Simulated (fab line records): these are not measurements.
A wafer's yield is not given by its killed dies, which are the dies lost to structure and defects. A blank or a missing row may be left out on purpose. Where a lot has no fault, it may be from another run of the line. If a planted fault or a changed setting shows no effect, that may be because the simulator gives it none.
Matching of chambers | flow nandHarc | NHARC_A_CHANNEL_FILL_D1_ALD_02 on aldHk-02: 4 sister chambers
The step deposits SiO2, target thk 6 nm, pulse time 10 s, ald cycles 60. 8 wafers are shown with their chamber, then 7 later ones without.

== WAFERS WITH THEIR CHAMBER ==
wafer  | chamber | heaterPowerW (W) | precursorPulseHeightRel
L647.1 | 3       | 487              | 0.964
L647.4 | 0       | 418              | 0.992
L647.5 | 1       | 405              | 1.026
L651.1 | 0       | 451              | 0.986
L651.2 | 2       | 428              | 1.009
L651.5 | 3       | 482              | 0.997
L652.1 | 2       | 440              | 0.996
L652.2 | 1       | 427              | 0.987

== WAFERS WITH NO CHAMBER GIVEN ==
wafer  | heaterPowerW (W) | precursorPulseHeightRel
L652.5 | 435              | 1.010
L653.3 | 450              | 0.987
L653.5 | 454              | 0.996
L653.6 | 492              | 1.027
L654.1 | 457              | 0.987
L654.3 | 499              | 1.006
L654.6 | 492              | 1.024

== CHAMBER TAKEN BY EACH ==
wafer  | from the rows above               | in truth
L652.5 | can't be placed: 2 or 0 or 1      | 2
L653.3 | can't be placed: 0 or 2 or 3 or 1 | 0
L653.5 | can't be placed: 0 or 2 or 3 or 1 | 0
L653.6 | can't be placed: 3 or 2 or 0      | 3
L654.1 | can't be placed: 0 or 2 or 3 or 1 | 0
L654.3 | 3                                 | 3
L654.6 | can't be placed: 3 or 2 or 0      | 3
1 of 7 placed correctly. These rows do not allow placing 6 (true chamber among the candidates in 6). 0 placed wrongly.
How it was worked out, from the rows above alone: a wafer's distance from a chamber is the root of the sum, over the readings, of the square of ((its reading less the chamber's mean) divided by the reading's scatter). If the next closest chamber is less than 2 further off than the closest, the wafer can't be placed; otherwise it belongs to the closest. The mean given for a chamber averages the wafers shown for that chamber. How the scatter is found: for the shown wafers, subtract from each reading the mean of its chamber, square and add these, divide the total by (wafers less chambers), then take the root.
